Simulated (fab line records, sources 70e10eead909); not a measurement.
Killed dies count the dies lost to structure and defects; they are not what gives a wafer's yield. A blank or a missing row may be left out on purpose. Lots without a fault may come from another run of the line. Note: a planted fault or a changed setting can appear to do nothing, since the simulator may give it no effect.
Chamber matching :: flow nandHarc :: 4 sister chambers for NHARC_P_M0_CMP_23 on cmp-01
The step polishes, t overpolish 20 s, target thk 117.53 nm. 18 wafers are shown with their chamber, then 9 later ones without.

== WAFERS WITH THEIR CHAMBER ==
wafer: L076.2
chamber: 3
motorCurrentA (A): 13.3
timeToEndpointS (s): 28.3

wafer: L076.5
chamber: 0
motorCurrentA (A): 11.5
timeToEndpointS (s): 26.5

wafer: L076.6
chamber: 1
motorCurrentA (A): 10.5
timeToEndpointS (s): 30.0

wafer: L074.1
chamber: 0
motorCurrentA (A): 12.5
timeToEndpointS (s): 23.2

wafer: L074.3
chamber: 2
motorCurrentA (A): 11.7
timeToEndpointS (s): 22.2

wafer: L074.4
chamber: 1
motorCurrentA (A): 10.6
timeToEndpointS (s): 26.5

wafer: L078.3
chamber: 2
motorCurrentA (A): 12.3
timeToEndpointS (s): 27.3

wafer: L078.4
chamber: 1
motorCurrentA (A): 10.8
timeToEndpointS (s): 32.2

wafer: L078.6
chamber: 2
motorCurrentA (A): 12.3
timeToEndpointS (s): 28.9

wafer: L079.3
chamber: 2
motorCurrentA (A): 12.5
timeToEndpointS (s): 28.6

wafer: L079.4
chamber: 3
motorCurrentA (A): 12.8
timeToEndpointS (s): 25.5

wafer: L079.5
chamber: 1
motorCurrentA (A): 11.1
timeToEndpointS (s): 29.1

wafer: L081.2
chamber: 1
motorCurrentA (A): 11.5
timeToEndpointS (s): 28.6

wafer: L081.3
chamber: 0
motorCurrentA (A): 12.4
timeToEndpointS (s): 25.6

wafer: L081.4
chamber: 2
motorCurrentA (A): 11.9
timeToEndpointS (s): 28.4

wafer: L090.1
chamber: 0
motorCurrentA (A): 11.9
timeToEndpointS (s): 24.3

wafer: L090.4
chamber: 3
motorCurrentA (A): 12.9
timeToEndpointS (s): 28.0

wafer: L090.5
chamber: 1
motorCurrentA (A): 10.6
timeToEndpointS (s): 28.6

SIGNATURES (means of the wafers above)
reading: motorCurrentA
chamber 0: 12.075
chamber 1: 10.850
chamber 2: 12.140
chamber 3: 13.000
scatter within a chamber: 0.374

reading: timeToEndpointS
chamber 0: 24.900
chamber 1: 29.167
chamber 2: 27.080
chamber 3: 27.267
scatter within a chamber: 2.07
Rule: distance of a wafer from a chamber = root of the sum over the readings of ((wafer's reading minus chamber's mean) / reading's scatter) squared. The wafer belongs to the nearest chamber; if the next one is less than 2 further off, it can't be placed. The scatter is the square root of a quotient: the sum, over the shown wafers, of each reading's squared deviation from its chamber's mean, divided by wafers minus chambers.

== WAFERS MISSING THEIR CHAMBER ==
wafer: L088.1
motorCurrentA (A): 11.1
timeToEndpointS (s): 26.7

wafer: L088.2
motorCurrentA (A): 12.3
timeToEndpointS (s): 26.5

wafer: L088.3
motorCurrentA (A): 12.8
timeToEndpointS (s): 27.1

wafer: L092.1
motorCurrentA (A): 12.1
timeToEndpointS (s): 22.7

wafer: L092.3
motorCurrentA (A): 12.6
timeToEndpointS (s): 24.2

wafer: L092.6
motorCurrentA (A): 12.9
timeToEndpointS (s): 23.9

wafer: L096.1
motorCurrentA (A): 10.5
timeToEndpointS (s): 26.5

wafer: L096.2
motorCurrentA (A): 12.8
timeToEndpointS (s): 23.3

wafer: L096.6
motorCurrentA (A): 12.1
timeToEndpointS (s): 20.9

== THE CHAMBER EACH PASSED THROUGH ==
wafer: L088.1
from the rows above: can't be placed: 1 or 0 or 2
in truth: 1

wafer: L088.2
from the rows above: can't be placed: 2 or 0 or 3
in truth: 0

wafer: L088.3
from the rows above: can't be placed: 3 or 2 or 0
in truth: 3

wafer: L092.1
from the rows above: can't be placed: 0 or 2
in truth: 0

wafer: L092.3
from the rows above: can't be placed: 0 or 3 or 2
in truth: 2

wafer: L092.6
from the rows above: can't be placed: 3 or 0 or 2
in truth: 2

wafer: L096.1
from the rows above: 1
in truth: 1

wafer: L096.2
from the rows above: can't be placed: 3 or 0 or 2
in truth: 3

wafer: L096.6
from the rows above: can't be placed: 0 or 2 or 3
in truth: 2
Placed correctly: 1 of 9. Cannot be placed on the basis of these rows: 8; the candidates contain the true chamber in 8. Wrongly placed: 0.
